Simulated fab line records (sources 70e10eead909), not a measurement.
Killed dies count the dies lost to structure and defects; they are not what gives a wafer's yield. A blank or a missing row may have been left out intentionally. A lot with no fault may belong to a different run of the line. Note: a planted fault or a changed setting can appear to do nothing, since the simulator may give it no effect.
Which tool was responsible? / flow nand-harc / 45 wafers from 15 lots sampled at 6 of the route's 1302 steps

WHAT THE GAUGES READ, wafer by wafer
NHARC_A_M1_THK_MEAS_24: measures by xrf.
lot=L295; measured=day 23 08:23; on=film-metro-01; thk-nm (nm)=152.7 154.0 154.1
lot=L296; measured=day 23 15:51; on=film-metro-01; thk-nm (nm)=153.3 153.6 151.8
lot=L298; measured=day 24 11:18; on=film-metro-02; thk-nm (nm)=153.7 154.6 155.3
lot=L302; measured=day 26 02:43; on=film-metro-01; thk-nm (nm)=157.2 154.0 156.6
lot=L301; measured=day 26 06:40; on=film-metro-01; thk-nm (nm)=156.8 154.4 154.1
lot=L307; measured=day 28 13:59; on=film-metro-01; thk-nm (nm)=28.6 31.0 28.4
lot=L311; measured=day 30 01:14; on=film-metro-02; thk-nm (nm)=151.3 155.5 152.7
lot=L308; measured=day 30 01:20; on=film-metro-01; thk-nm (nm)=31.1 29.2 31.6
lot=L309; measured=day 30 02:58; on=film-metro-02; thk-nm (nm)=28.9 30.5 30.9
lot=L312; measured=day 30 20:27; on=film-metro-01; thk-nm (nm)=153.7 154.8 152.5
lot=L314; measured=day 31 00:22; on=film-metro-02; thk-nm (nm)=154.8 155.6 152.9
lot=L313; measured=day 31 02:41; on=film-metro-01; thk-nm (nm)=152.7 155.1 154.7
lot=L316; measured=day 31 06:02; on=film-metro-02; thk-nm (nm)=155.8 154.0 154.4
lot=L315; measured=day 31 09:49; on=film-metro-02; thk-nm (nm)=155.5 154.3 155.1
lot=L317; measured=day 32 16:05; on=film-metro-02; thk-nm (nm)=154.0 155.4 154.9

TOOL THAT RAN EACH LOT (tool first, then ch and the chambers of the sampled wafers, then the start)
lot=L295; NHARC_A_M1_ETCH_15=rie-diel-10 ch 1,3, day 23 07:23 or earlier; NHARC_A_M1_PVD_21=pvd-sputter-02, day 23 07:23 or earlier; NHARC_A_M1_ECD_22=ecd-cu-01 ch 0,1, day 23 07:23; NHARC_A_M1_ANNEAL_31=rtp-anneal-02 ch 0, day 23 07:46; NHARC_A_M1_CMP_23=cmp-04 ch 2,3, day 23 08:03
lot=L296; NHARC_A_M1_ETCH_15=rie-diel-04 ch 0,3, day 23 14:52 or earlier; NHARC_A_M1_PVD_21=pvd-sputter-03, day 23 14:52 or earlier; NHARC_A_M1_ECD_22=ecd-cu-01 ch 0,1, day 23 14:52; NHARC_A_M1_ANNEAL_31=rtp-anneal-02 ch 0, day 23 15:11; NHARC_A_M1_CMP_23=cmp-04 ch 0,1,2, day 23 15:32
lot=L298; NHARC_A_M1_ETCH_15=rie-diel-07 ch 1,2,3, day 24 10:16 or earlier; NHARC_A_M1_PVD_21=pvd-sputter-03, day 24 10:16 or earlier; NHARC_A_M1_ECD_22=ecd-cu-02 ch 0,1, day 24 10:16; NHARC_A_M1_ANNEAL_31=rtp-anneal-01 ch 0, day 24 10:38; NHARC_A_M1_CMP_23=cmp-01 ch 1,2,3, day 24 11:01
lot=L302; NHARC_A_M1_ETCH_15=rie-diel-07 ch 0,2,3, day 26 01:41 or earlier; NHARC_A_M1_PVD_21=pvd-sputter-01, day 26 01:41 or earlier; NHARC_A_M1_ECD_22=ecd-cu-01 ch 0,1, day 26 01:41; NHARC_A_M1_ANNEAL_31=rtp-anneal-01 ch 0, day 26 02:04; NHARC_A_M1_CMP_23=cmp-01 ch 1,2, day 26 02:25
lot=L301; NHARC_A_M1_ETCH_15=rie-diel-04 ch 1,2,3, day 26 05:34 or earlier; NHARC_A_M1_PVD_21=pvd-sputter-03, day 26 05:34 or earlier; NHARC_A_M1_ECD_22=ecd-cu-02 ch 0,1, day 26 05:34; NHARC_A_M1_ANNEAL_31=rtp-anneal-01 ch 0, day 26 05:57; NHARC_A_M1_CMP_23=cmp-04 ch 1,2,3, day 26 06:26
lot=L307; NHARC_A_M1_ETCH_15=rie-diel-10 ch 0,1, day 28 13:05 or earlier; NHARC_A_M1_PVD_21=pvd-sputter-01, day 28 13:05 or earlier; NHARC_A_M1_ECD_22=ecd-cu-01 ch 0,1, day 28 13:05; NHARC_A_M1_ANNEAL_31=rtp-anneal-01 ch 0, day 28 13:28; NHARC_A_M1_CMP_23=cmp-03 ch 1,2,3, day 28 13:43
lot=L311; NHARC_A_M1_ETCH_15=rie-diel-10 ch 0,2,3, day 30 00:12 or earlier; NHARC_A_M1_PVD_21=pvd-sputter-01, day 30 00:12 or earlier; NHARC_A_M1_ECD_22=ecd-cu-01 ch 0,1, day 30 00:12; NHARC_A_M1_ANNEAL_31=rtp-anneal-02 ch 0, day 30 00:35; NHARC_A_M1_CMP_23=cmp-03 ch 0,3, day 30 00:57
lot=L308; NHARC_A_M1_ETCH_15=rie-diel-04 ch 0,1,2, day 30 00:16 or earlier; NHARC_A_M1_PVD_21=pvd-sputter-02, day 30 00:16 or earlier; NHARC_A_M1_ECD_22=ecd-cu-02 ch 1, day 30 00:16; NHARC_A_M1_ANNEAL_31=rtp-anneal-01 ch 0, day 30 00:43; NHARC_A_M1_CMP_23=cmp-04 ch 1,3, day 30 01:02
lot=L309; NHARC_A_M1_ETCH_15=rie-diel-04 ch 0,1,3, day 30 01:57 or earlier; NHARC_A_M1_PVD_21=pvd-sputter-03, day 30 01:57 or earlier; NHARC_A_M1_ECD_22=ecd-cu-01 ch 0,1, day 30 01:57; NHARC_A_M1_ANNEAL_31=rtp-anneal-02 ch 0, day 30 02:20; NHARC_A_M1_CMP_23=cmp-04 ch 2,3, day 30 02:38
lot=L312; NHARC_A_M1_ETCH_15=rie-diel-10 ch 0,1,3, day 30 19:31 or earlier; NHARC_A_M1_PVD_21=pvd-sputter-01, day 30 19:31 or earlier; NHARC_A_M1_ECD_22=ecd-cu-01 ch 0,1, day 30 19:31; NHARC_A_M1_ANNEAL_31=rtp-anneal-02 ch 0, day 30 19:54; NHARC_A_M1_CMP_23=cmp-04 ch 2,3, day 30 20:08
lot=L314; NHARC_A_M1_ETCH_15=rie-diel-10 ch 0,1,2, day 30 23:20 or earlier; NHARC_A_M1_PVD_21=pvd-sputter-01, day 30 23:20 or earlier; NHARC_A_M1_ECD_22=ecd-cu-01 ch 0,1, day 30 23:20; NHARC_A_M1_ANNEAL_31=rtp-anneal-02 ch 0, day 30 23:43; NHARC_A_M1_CMP_23=cmp-03 ch 0,1,2, day 31 00:03
lot=L313; NHARC_A_M1_ETCH_15=rie-diel-04 ch 1,2,3, day 31 01:45 or earlier; NHARC_A_M1_PVD_21=pvd-sputter-03, day 31 01:45 or earlier; NHARC_A_M1_ECD_22=ecd-cu-01 ch 0,1, day 31 01:45; NHARC_A_M1_ANNEAL_31=rtp-anneal-02 ch 0, day 31 02:08; NHARC_A_M1_CMP_23=cmp-04 ch 2,3, day 31 02:24
lot=L316; NHARC_A_M1_ETCH_15=rie-diel-10 ch 0,1,2, day 31 04:59 or earlier; NHARC_A_M1_PVD_21=pvd-sputter-01, day 31 04:59 or earlier; NHARC_A_M1_ECD_22=ecd-cu-02 ch 0,1, day 31 04:59; NHARC_A_M1_ANNEAL_31=rtp-anneal-02 ch 0, day 31 05:22; NHARC_A_M1_CMP_23=cmp-04 ch 2,3, day 31 05:45
lot=L315; NHARC_A_M1_ETCH_15=rie-diel-07 ch 2,3, day 31 08:50 or earlier; NHARC_A_M1_PVD_21=pvd-sputter-01, day 31 08:50 or earlier; NHARC_A_M1_ECD_22=ecd-cu-01 ch 0,1, day 31 08:50; NHARC_A_M1_ANNEAL_31=rtp-anneal-01 ch 0, day 31 09:13; NHARC_A_M1_CMP_23=cmp-04 ch 0,3, day 31 09:30
lot=L317; NHARC_A_M1_ETCH_15=rie-diel-10 ch 0,1, day 32 15:09 or earlier; NHARC_A_M1_PVD_21=pvd-sputter-03, day 32 15:09 or earlier; NHARC_A_M1_ECD_22=ecd-cu-02 ch 0,1, day 32 15:09; NHARC_A_M1_ANNEAL_31=rtp-anneal-01 ch 0, day 32 15:32; NHARC_A_M1_CMP_23=cmp-04 ch 0,2, day 32 15:46
- NHARC_A_M1_ETCH_15: etches the open film in C4F8/Ar, target depth 182.5 nm, time 91.2 s.
- NHARC_A_M1_PVD_21: deposits Cu, target thk 30 nm, time 20.49 s.
- NHARC_A_M1_ECD_22: material Cu, target thk 400 nm.
- NHARC_A_M1_ANNEAL_31: time 90 s.
- NHARC_A_M1_CMP_23: polishes, t overpolish 20 s, target thk 154.34 nm.

AS READ BY THE TOOLS THEMSELVES (means over the sampled wafers that have a number; for cases with no such wafer, the mark the record gives instead)
NHARC_A_M1_ETCH_15.
lot=L295; tool=rie-diel-10; oes-product-au (a.u.)=0.963; rf-vpp-V (V)=439.1
lot=L296; tool=rie-diel-04; oes-product-au (a.u.)=0.974; rf-vpp-V (V)=440.8
lot=L298; tool=rie-diel-07; oes-product-au (a.u.)=0.920; rf-vpp-V (V)=439.0
lot=L302; tool=rie-diel-07; oes-product-au (a.u.)=0.923; rf-vpp-V (V)=438.6
lot=L301; tool=rie-diel-04; oes-product-au (a.u.)=0.931; rf-vpp-V (V)=438.0
lot=L307; tool=rie-diel-10; oes-product-au (a.u.)=0.952; rf-vpp-V (V)=441.4
lot=L311; tool=rie-diel-10; oes-product-au (a.u.)=0.971; rf-vpp-V (V)=440.1
lot=L308; tool=rie-diel-04; oes-product-au (a.u.)=0.920; rf-vpp-V (V)=439.1
lot=L309; tool=rie-diel-04; oes-product-au (a.u.)=0.963; rf-vpp-V (V)=440.0
lot=L312; tool=rie-diel-10; oes-product-au (a.u.)=0.936; rf-vpp-V (V)=440.3
lot=L314; tool=rie-diel-10; oes-product-au (a.u.)=0.987; rf-vpp-V (V)=440.8
lot=L313; tool=rie-diel-04; oes-product-au (a.u.)=0.967; rf-vpp-V (V)=438.4
lot=L316; tool=rie-diel-10; oes-product-au (a.u.)=0.971; rf-vpp-V (V)=441.1
lot=L315; tool=rie-diel-07; oes-product-au (a.u.)=0.921; rf-vpp-V (V)=437.6
lot=L317; tool=rie-diel-10; oes-product-au (a.u.)=0.953; rf-vpp-V (V)=442.7

NHARC_A_M1_PVD_21.
lot=L295; tool=pvd-sputter-02; throttle-valve-pct (%)=30.8
lot=L296; tool=pvd-sputter-03; throttle-valve-pct (%)=30.4
lot=L298; tool=pvd-sputter-03; throttle-valve-pct (%)=29.7
lot=L302; tool=pvd-sputter-01; throttle-valve-pct (%)=30.9
lot=L301; tool=pvd-sputter-03; throttle-valve-pct (%)=30.7
lot=L307; tool=pvd-sputter-01; throttle-valve-pct (%)=29.7
lot=L311; tool=pvd-sputter-01; throttle-valve-pct (%)=29.3
lot=L308; tool=pvd-sputter-02; throttle-valve-pct (%)=31.2
lot=L309; tool=pvd-sputter-03; throttle-valve-pct (%)=29.4
lot=L312; tool=pvd-sputter-01; throttle-valve-pct (%)=31.9
lot=L314; tool=pvd-sputter-01; throttle-valve-pct (%)=31.1
lot=L313; tool=pvd-sputter-03; throttle-valve-pct (%)=30.1
lot=L316; tool=pvd-sputter-01; throttle-valve-pct (%)=29.5
lot=L315; tool=pvd-sputter-01; throttle-valve-pct (%)=29.8
lot=L317; tool=pvd-sputter-03; throttle-valve-pct (%)=29.3

NHARC_A_M1_ECD_22.
lot=L295; tool=ecd-cu-01; bath-heat-duty-pct (%)=5.6; bath-temp-c (C)=24.97
lot=L296; tool=ecd-cu-01; bath-heat-duty-pct (%)=5.7; bath-temp-c (C)=25.06
lot=L298; tool=ecd-cu-02; bath-heat-duty-pct (%)=7.2; bath-temp-c (C)=24.89
lot=L302; tool=ecd-cu-01; bath-heat-duty-pct (%)=6.2; bath-temp-c (C)=24.97
lot=L301; tool=ecd-cu-02; bath-heat-duty-pct (%)=7.1; bath-temp-c (C)=25.05
lot=L307; tool=ecd-cu-01; bath-heat-duty-pct (%)=-; bath-temp-c (C)=-
lot=L311; tool=ecd-cu-01; bath-heat-duty-pct (%)=6.1; bath-temp-c (C)=24.96
lot=L308; tool=ecd-cu-02; bath-heat-duty-pct (%)=-; bath-temp-c (C)=-
lot=L309; tool=ecd-cu-01; bath-heat-duty-pct (%)=-; bath-temp-c (C)=-
lot=L312; tool=ecd-cu-01; bath-heat-duty-pct (%)=6.1; bath-temp-c (C)=25.05
lot=L314; tool=ecd-cu-01; bath-heat-duty-pct (%)=6.0; bath-temp-c (C)=25.01
lot=L313; tool=ecd-cu-01; bath-heat-duty-pct (%)=5.7; bath-temp-c (C)=24.96
lot=L316; tool=ecd-cu-02; bath-heat-duty-pct (%)=7.3; bath-temp-c (C)=24.95
lot=L315; tool=ecd-cu-01; bath-heat-duty-pct (%)=5.9; bath-temp-c (C)=24.93
lot=L317; tool=ecd-cu-02; bath-heat-duty-pct (%)=7.1; bath-temp-c (C)=24.99

NHARC_A_M1_ANNEAL_31.
lot=L295 tool=rtp-anneal-02 wafer_temp_C_max=226.8
lot=L296 tool=rtp-anneal-02 wafer_temp_C_max=226.5
lot=L298 tool=rtp-anneal-01 wafer_temp_C_max=226.1
lot=L302 tool=rtp-anneal-01 wafer_temp_C_max=226.4
lot=L301 tool=rtp-anneal-01 wafer_temp_C_max=226.2
lot=L307 tool=rtp-anneal-01 wafer_temp_C_max=226.3
lot=L311 tool=rtp-anneal-02 wafer_temp_C_max=226.7
lot=L308 tool=rtp-anneal-01 wafer_temp_C_max=226.1
lot=L309 tool=rtp-anneal-02 wafer_temp_C_max=227.0
lot=L312 tool=rtp-anneal-02 wafer_temp_C_max=226.3
lot=L314 tool=rtp-anneal-02 wafer_temp_C_max=226.5
lot=L313 tool=rtp-anneal-02 wafer_temp_C_max=226.4
lot=L316 tool=rtp-anneal-02 wafer_temp_C_max=226.4
lot=L315 tool=rtp-anneal-01 wafer_temp_C_max=226.2
lot=L317 tool=rtp-anneal-01 wafer_temp_C_max=226.2

NHARC_A_M1_CMP_23.
lot=L295; tool=cmp-04; motor-current-A (A)=12.8; slurry-flow-ml-min=150.3; time-to-endpoint-s (s)=28.3
lot=L296; tool=cmp-04; motor-current-A (A)=13.3; slurry-flow-ml-min=150.5; time-to-endpoint-s (s)=27.1
lot=L298; tool=cmp-01; motor-current-A (A)=12.0; slurry-flow-ml-min=150.0; time-to-endpoint-s (s)=27.3
lot=L302; tool=cmp-01; motor-current-A (A)=12.4; slurry-flow-ml-min=149.9; time-to-endpoint-s (s)=26.7
lot=L301; tool=cmp-04; motor-current-A (A)=12.9; slurry-flow-ml-min=149.5; time-to-endpoint-s (s)=28.1
lot=L307; tool=cmp-03; motor-current-A (A)=11.1; slurry-flow-ml-min=150.0; time-to-endpoint-s (s)=0.8
lot=L311; tool=cmp-03; motor-current-A (A)=12.8; slurry-flow-ml-min=149.9; time-to-endpoint-s (s)=28.9
lot=L308; tool=cmp-04; motor-current-A (A)=12.4; slurry-flow-ml-min=149.5; time-to-endpoint-s (s)=4.4
lot=L309; tool=cmp-04; motor-current-A (A)=13.0; slurry-flow-ml-min=150.2; time-to-endpoint-s (s)=0.7
lot=L312; tool=cmp-04; motor-current-A (A)=12.1; slurry-flow-ml-min=150.2; time-to-endpoint-s (s)=27.9
lot=L314; tool=cmp-03; motor-current-A (A)=12.9; slurry-flow-ml-min=149.6; time-to-endpoint-s (s)=27.3
lot=L313; tool=cmp-04; motor-current-A (A)=12.8; slurry-flow-ml-min=150.1; time-to-endpoint-s (s)=26.1
lot=L316; tool=cmp-04; motor-current-A (A)=12.8; slurry-flow-ml-min=150.2; time-to-endpoint-s (s)=29.6
lot=L315; tool=cmp-04; motor-current-A (A)=11.4; slurry-flow-ml-min=150.1; time-to-endpoint-s (s)=28.1
lot=L317; tool=cmp-04; motor-current-A (A)=13.3; slurry-flow-ml-min=150.0; time-to-endpoint-s (s)=28.3

THE ANSWER, worked out from the rows above alone
Rule: the usual values come from the lots themselves. Put in order of their means at a reading, lots are off if they are a third of the lots or fewer, leave a main group of 4 or more, and stand apart from it by a gap of 3 or more times the standard deviation of the main group's means; of several such gaps the widest counts. Not used: any main group whose means are identical at the precision the tables above print for the reading. Also off: a lot with no number at a reading for which 4 or more lots have one. The other lots that the step has rows for count as sound. The gauges are gone through in route order, then the tools' own readings, and for those a lot's mean is taken as printed above. At the first step where some lot is off, the reading lying furthest off is the one used; lots without a number count as furthest.
Off: L307, L308, L309, at NHARC_A_M1_THK_MEAS_24 (thk-nm). Main group: mean 154.3 nm, sd 0.84.
If a tool, at a process step before that reading, ran all the lots that are off and no sound lot after the first of them, it fits. Not tried: the gauges at NHARC_A_M1_THK_MEAS_24; whatever is off there is also off at NHARC_A_M1_ECD_22, on other tools, and gauge error can't account for it. Because NHARC_A_M1_ETCH_15 lacks a start for some lots, the hours and order of its lots are taken from NHARC_A_M1_ECD_22. Because NHARC_A_M1_PVD_21 lacks a start for some lots, the hours and order of its lots are taken from NHARC_A_M1_ECD_22. Of those tried, none fits.

WHAT THE SIMULATOR HAD INSERTED
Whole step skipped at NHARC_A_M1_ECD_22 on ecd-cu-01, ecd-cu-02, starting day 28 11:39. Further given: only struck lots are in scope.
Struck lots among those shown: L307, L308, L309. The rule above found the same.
